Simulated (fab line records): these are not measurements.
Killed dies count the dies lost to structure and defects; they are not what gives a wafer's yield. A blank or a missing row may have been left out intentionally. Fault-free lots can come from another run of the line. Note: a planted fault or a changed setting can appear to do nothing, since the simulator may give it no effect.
fab line records -- flow nandHarc
record lots=12, wafers=36, lastDay=33
route steps=1302 shown P_M1@303 P_M2@323
lots that met no fault: from a run of the same line without faults
startH: hours from the record's first day to the start of the lot's first wafer shown -- waitH: how many hours have passed since the lot's step before this one -- " identical to the entry in the row above -- L1.1+2: several wafers, shown together as one row -- - either no value or no given start -- * or withheld: withheld -- < > ~ a bound
route shown NAME@n: a module of which the file shows steps, and the number in the route of the first -- usual: mean/standard deviation of fault-free wafers -- same: alike in all rows -- chamber/n: place in a boat -- sites: per-site readings -- _std_site: standard deviation of those values -- _edge_site: the outer-site mean with the inner-site mean subtracted -- radiusMm: how far each site lies from the wafer's centre -- mask NAME#n: copy n -- behind: the most recent tool/chamber to have shaped the wafer -- hold: the reason the lot was held/the length of the hold in hours/how it ended -- device: which transistor (n, p or np) failed to switch -- end of line: tests of these same wafers at the route's end -- where a step has no rows: the recipe by itself -- killed: not the wafer's yield, but the dies lost to structure and defects at the first sort -- map: shows each die of a wafer: x if killed, . if not, _ if none is there
set.NAME: the setting as run; set.NAME@STEP: as run at that earlier step -- model.NAME: the simulator's own value behind a step, which no gauge read
steps of the route over a sample of lots; a table a step, a row a wafer
services: the hour from which a tool's chamber was out of use, counted from the record's first day as startH (under 0 if before that day), plus the number of hours and why
## steps
# step NHARC_P_M1_ETCH_28
# recipe targetDepthA=300, overEtchFrac=0.3, timeS=72.99, ionEnergyEv=150, cf4FlowSccm=50, n2FlowSccm=100, arFlowSccm=150, rfW=300, biasW=100, chemistry=CF4/N2
# usual drypumpMotorCurrentA=5.6/0.37, mfcArSccm=150.0/0.49, n2FlowSccm=100.0/0.32, oesProductAu=1.004/0.0094, rfVppV=313.4/1.7, showerheadPlenumPTorr=2.58/0.092, throttleValvePct=19.795/0.0089
lot.wafer,tool,chamber,startH,waitH,drypumpMotorCurrentA,mfcArSccm,n2FlowSccm,oesProductAu,rfHoursCounterH,rfVppV,showerheadPlenumPTorr,throttleValvePct
L601.5,rieDiel-05,3,-,-,6.1,150.3,99.7,0.991,-,317.3,2.76,19.817
L601.4,rieDiel-05,0,-,-,5.0,150.0,100.0,1.001,-,311.6,2.49,19.797
L601.6,rieDiel-05,1,-,-,5.9,149.3,100.1,0.996,-,313.2,2.52,19.788
L604.1,rieDiel-05,2,-,-,5.3,149.9,100.0,1.004,5,313.8,2.49,19.779
L604.4,rieDiel-05,3,-,-,6.1,150.2,100.0,0.992,4,314.9,2.76,19.785
L604.6,rieDiel-05,2,-,-,5.2,149.3,99.5,1.017,-,313.2,2.49,19.788
L606.4,rieDiel-05,1,-,-,6.0,150.6,99.7,1.008,6,313.7,2.52,19.786
L606.2,rieDiel-05,3,-,-,6.0,150.1,100.4,1.003,5,317.9,2.76,19.786
L606.6,rieDiel-05,1,-,-,6.0,150.4,100.1,1.004,-,311.6,2.52,19.800
L607.2,rieDiel-09,1,-,-,5.1,150.5,100.2,1.002,4,314.8,2.62,19.779
L607.5,rieDiel-09,2,-,-,5.1,149.8,99.4,0.988,-,312.9,2.62,19.792
L607.6,rieDiel-09,3,-,-,5.7,149.2,100.5,1.008,-,313.4,2.49,19.794
L608.1,rieDiel-08,0,-,-,5.5,150.1,99.7,1.000,0,313.9,2.68,19.793
L608.6,rieDiel-08,0,-,-,5.5,149.9,99.6,1.003,-,315.1,2.68,19.800
L608.5,rieDiel-08,1,-,-,5.9,150.1,99.5,1.016,-,314.3,2.62,19.802
L612.2,rieDiel-09,0,-,-,6.0,151.1,100.3,1.007,8,312.1,2.48,19.790
L612.5,rieDiel-09,0,-,-,6.0,150.3,100.4,1.010,-,311.3,2.48,19.798
L612.4,rieDiel-09,1,-,-,5.2,150.9,99.4,1.001,-,314.8,2.62,19.802
L615.4,rieDiel-09,3,-,-,5.7,149.4,100.1,1.011,10,311.3,2.48,19.800
L615.2,rieDiel-09,0,-,-,5.9,149.8,100.0,1.012,12,311.4,2.48,19.793
L615.6,rieDiel-09,0,-,-,5.9,149.2,100.4,1.006,-,312.5,2.48,19.799
L616.2,rieDiel-05,3,-,-,6.1,150.3,99.9,1.007,2,316.4,2.76,19.811
L616.3,rieDiel-05,0,-,-,5.0,149.7,99.6,0.999,2,311.8,2.48,19.792
L616.6,rieDiel-05,1,-,-,6.0,150.3,100.0,0.995,-,313.0,2.52,19.789
L618.3,rieDiel-05,2,-,-,5.3,149.6,99.8,1.002,3,311.7,2.49,19.799
L618.2,rieDiel-05,3,-,-,6.0,149.9,99.7,1.004,3,316.5,2.75,19.799
L618.4,rieDiel-05,0,-,-,5.0,150.2,99.7,1.009,4,309.4,2.48,19.802
L622.1,rieDiel-09,1,-,-,5.1,150.5,100.0,1.003,0,313.7,2.62,19.789
L622.3,rieDiel-09,2,-,-,5.1,150.9,99.6,1.012,0,313.4,2.61,19.787
L622.4,rieDiel-09,3,-,-,5.7,150.4,99.5,1.001,0,312.0,2.48,19.791
L623.1,rieDiel-05,3,-,-,6.0,149.1,99.8,1.002,7,317.6,2.75,19.787
L623.3,rieDiel-05,0,-,-,5.0,149.8,99.7,0.997,7,311.5,2.48,19.793
L623.6,rieDiel-05,3,-,-,6.0,149.2,99.7,0.993,-,315.8,2.75,19.791
L624.4,rieDiel-09,1,-,-,5.1,150.3,100.0,0.991,3,313.0,2.62,19.802
L624.2,rieDiel-09,0,-,-,5.9,150.7,100.1,1.017,3,309.6,2.48,19.809
L624.5,rieDiel-09,1,-,-,5.1,150.1,100.4,0.997,-,314.7,2.62,19.802
# step NHARC_P_M1_PVD_20
# recipe targetThkA=50, biasV=168.6, powerW=15000, chamberPressurePa=0.12, timeS=8.06, substrateTempC=50, material=TaN
# usual cathodeDcPowerW=15000/2.8, throttleValvePct=30.3/1.1
lot.wafer,tool,chamber,startH,waitH,cathodeDcPowerW,throttleValvePct
L601.4,pvdSputter-01,-,-,-,15000,32.8
L601.6,pvdSputter-01,-,-,-,15000,29.7
L601.5,pvdSputter-01,-,-,-,14996,29.4
L604.4,pvdSputter-03,-,-,-,15004,30.8
L604.1,pvdSputter-03,-,-,-,14996,31.2
L604.6,pvdSputter-03,-,-,-,15003,29.0
L606.4,pvdSputter-02,-,-,-,15004,30.0
L606.2,pvdSputter-02,-,-,-,15001,30.6
L606.6,pvdSputter-02,-,-,-,14996,29.5
L607.2,pvdSputter-03,-,-,-,15004,29.6
L607.5,pvdSputter-03,-,-,-,14998,30.4
L607.6,pvdSputter-03,-,-,-,15000,31.3
L608.1,pvdSputter-02,-,-,-,15000,30.7
L608.6,pvdSputter-02,-,-,-,15001,29.9
L608.5,pvdSputter-02,-,-,-,14998,30.8
L612.2,pvdSputter-01,-,-,-,14996,29.6
L612.4,pvdSputter-01,-,-,-,15003,32.5
L612.5,pvdSputter-01,-,-,-,15004,32.5
L615.4,pvdSputter-02,-,-,-,14997,30.5
L615.2,pvdSputter-02,-,-,-,14997,29.6
L615.6,pvdSputter-02,-,-,-,14997,29.5
L616.2,pvdSputter-02,-,-,-,14999,29.7
L616.3,pvdSputter-02,-,-,-,14998,30.7
L616.6,pvdSputter-02,-,-,-,14998,29.5
L618.2,pvdSputter-03,-,-,-,15000,29.8
L618.3,pvdSputter-03,-,-,-,14999,31.2
L618.4,pvdSputter-03,-,-,-,14999,31.7
L622.3,pvdSputter-01,-,-,-,15003,32.5
L622.4,pvdSputter-01,-,-,-,14997,29.6
L622.1,pvdSputter-01,-,-,-,15004,29.4
L623.1,pvdSputter-01,-,-,-,15002,29.7
L623.3,pvdSputter-01,-,-,-,14998,29.6
L623.6,pvdSputter-01,-,-,-,15001,29.4
L624.2,pvdSputter-02,-,-,-,14998,30.5
L624.4,pvdSputter-02,-,-,-,14996,30.4
L624.5,pvdSputter-02,-,-,-,15003,30.2
# step NHARC_P_M1_INSPECT_27
# usual rawDefectCount=331/120
lot.wafer,tool,chamber,startH,waitH,rawDefectCount
L601.4,defectInspect-01,-,127.47,0.0,506
L601.5,defectInspect-01,-,127.47,0.0,313
L601.6,defectInspect-01,-,127.47,0.0,391
L604.1,defectInspect-01,-,159.84,0.0,404
L604.4,defectInspect-01,-,159.84,0.0,299
L604.6,defectInspect-01,-,159.84,0.0,568
L606.2,defectInspect-01,-,176.19,0.0,549
L606.4,defectInspect-01,-,176.19,0.0,413
L606.6,defectInspect-01,-,176.19,0.0,278
L607.2,defectInspect-01,-,189.22,0.0,390
L607.5,defectInspect-01,-,189.22,0.0,282
L607.6,defectInspect-01,-,189.22,0.0,382
L608.1,defectInspect-01,-,202.27,0.0,436
L608.5,defectInspect-01,-,202.27,0.0,342
L608.6,defectInspect-01,-,202.27,0.0,273
L612.2,defectInspect-01,-,238.89,0.0,206
L612.4,defectInspect-01,-,238.89,0.0,205
L612.5,defectInspect-01,-,238.89,0.0,159
L615.2,defectInspect-02,-,275.52,0.0,267
L615.4,defectInspect-02,-,275.52,0.0,246
L615.6,defectInspect-02,-,275.52,0.0,403
L616.2,defectInspect-02,-,276.21,0.0,324
L616.3,defectInspect-02,-,276.21,0.0,303
L616.6,defectInspect-02,-,276.21,0.0,400
L618.2,defectInspect-02,-,298.74,0.0,442
L618.3,defectInspect-02,-,298.74,0.0,383
L618.4,defectInspect-02,-,298.74,0.0,249
L622.1,defectInspect-01,-,333.21,0.0,268
L622.3,defectInspect-01,-,333.21,0.0,544
L622.4,defectInspect-01,-,333.21,0.0,165
L623.1,defectInspect-02,-,347.61,0.0,162
L623.3,defectInspect-02,-,347.61,0.0,227
L623.6,defectInspect-02,-,347.61,0.0,312
L624.2,defectInspect-01,-,359.14,0.0,265
L624.4,defectInspect-01,-,359.14,0.0,158
L624.5,defectInspect-01,-,359.14,0.0,317
# step NHARC_P_M2_SOFTBAKE_04
# recipe tempC=105, timeS=55
# usual heaterPowerTotalW=188.44/0.13
lot.wafer,tool,chamber,startH,waitH,heaterPowerTotalW
L601.4,lithoTrack-06,0,128,-,188.32
L601.5,lithoTrack-06,0,128,-,188.43
L601.6,lithoTrack-06,0,128,-,188.59
L604.1,lithoTrack-06,0,160,-,188.28
L604.4,lithoTrack-06,0,160,-,188.77
L604.6,lithoTrack-06,0,160,-,188.43
L606.2,lithoTrack-01,0,177,-,188.41
L606.4,lithoTrack-01,0,177,-,188.35
L606.6,lithoTrack-01,0,177,-,188.29
L607.2,lithoTrack-06,0,190,-,188.38
L607.5,lithoTrack-06,0,190,-,188.32
L607.6,lithoTrack-06,0,190,-,188.37
L608.1,lithoTrack-06,0,203,-,188.38
L608.5,lithoTrack-06,0,203,-,188.39
L608.6,lithoTrack-06,0,203,-,188.29
L612.2,lithoTrack-01,0,239,-,188.48
L612.4,lithoTrack-01,0,239,-,188.39
L612.5,lithoTrack-01,0,239,-,188.42
L615.2,lithoTrack-04,0,276,-,197.40
L615.4,lithoTrack-04,0,276,-,197.56
L615.6,lithoTrack-04,0,276,-,197.44
L616.2,lithoTrack-01,0,277,-,188.46
L616.3,lithoTrack-01,0,277,-,188.50
L616.6,lithoTrack-01,0,277,-,188.60
L618.2,lithoTrack-04,0,299,-,197.59
L618.3,lithoTrack-04,0,299,-,197.73
L618.4,lithoTrack-04,0,299,-,197.65
L622.1,lithoTrack-06,0,334,-,188.27
L622.3,lithoTrack-06,0,334,-,188.29
L622.4,lithoTrack-06,0,334,-,188.49
L623.1,lithoTrack-06,0,348,-,188.35
L623.3,lithoTrack-06,0,348,-,188.27
L623.6,lithoTrack-06,0,348,-,188.60
L624.2,lithoTrack-04,0,360,-,188.38
L624.4,lithoTrack-04,0,360,-,188.37
L624.5,lithoTrack-04,0,360,-,188.63
## services
tool,chamber,startH,hours,kind
pvdSputter-02,-,104.00,10.0,pm
rieDiel-05,2,104.63,5.4,repair
rieDiel-05,2,122.88,4.8,repair
pvdSputter-02,-,124.33,2.5,repair
rieDiel-05,0,141.60,2.3,repair
rieDiel-09,-,143.10,9.0,pm
pvdSputter-02,-,145.66,7.6,repair
lithoTrack-01,-,155.00,7.0,pm
rieDiel-05,2,167.14,4.6,repair
pvdSputter-03,-,170.02,10.0,pm
lithoTrack-06,-,179.00,7.0,pm
lithoTrack-04,-,203.00,7.0,pm
pvdSputter-01,-,226.02,10.0,pm
rieDiel-05,-,229.60,9.0,pm
rieDiel-09,3,232.56,7.2,repair
rieDiel-05,2,242.52,2.6,repair
rieDiel-05,2,252.10,1.3,repair
rieDiel-05,2,273.32,3.6,repair
pvdSputter-02,-,282.00,10.0,pm
pvdSputter-01,-,294.92,2.3,repair
pvdSputter-02,-,308.60,27.5,repair
rieDiel-09,-,320.10,9.0,pm
rieDiel-05,2,323.26,17.6,repair
lithoTrack-06,-,354.00,7.0,pm
## key
firstSign step=NHARC_P_M2_SOFTBAKE_04, reading=heaterPowerTotalW, direction=up, sigmas=70, usual=*, struck=*
effect none on later readings
metAt NHARC_P_M2_SOFTBAKE_04
struckLots L615,L618
notActingAt NHARC_P_M1_ETCH_28,NHARC_P_M1_PVD_20,NHARC_P_M1_INSPECT_27
fault kind=processParameterDrift, tool=lithoTrack-04, chamber=-, onsetH=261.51, steps=NHARC_P_M2_SOFTBAKE_04, channel=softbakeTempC, offset=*, shape=step, endH=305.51, actsIn=*, stated=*
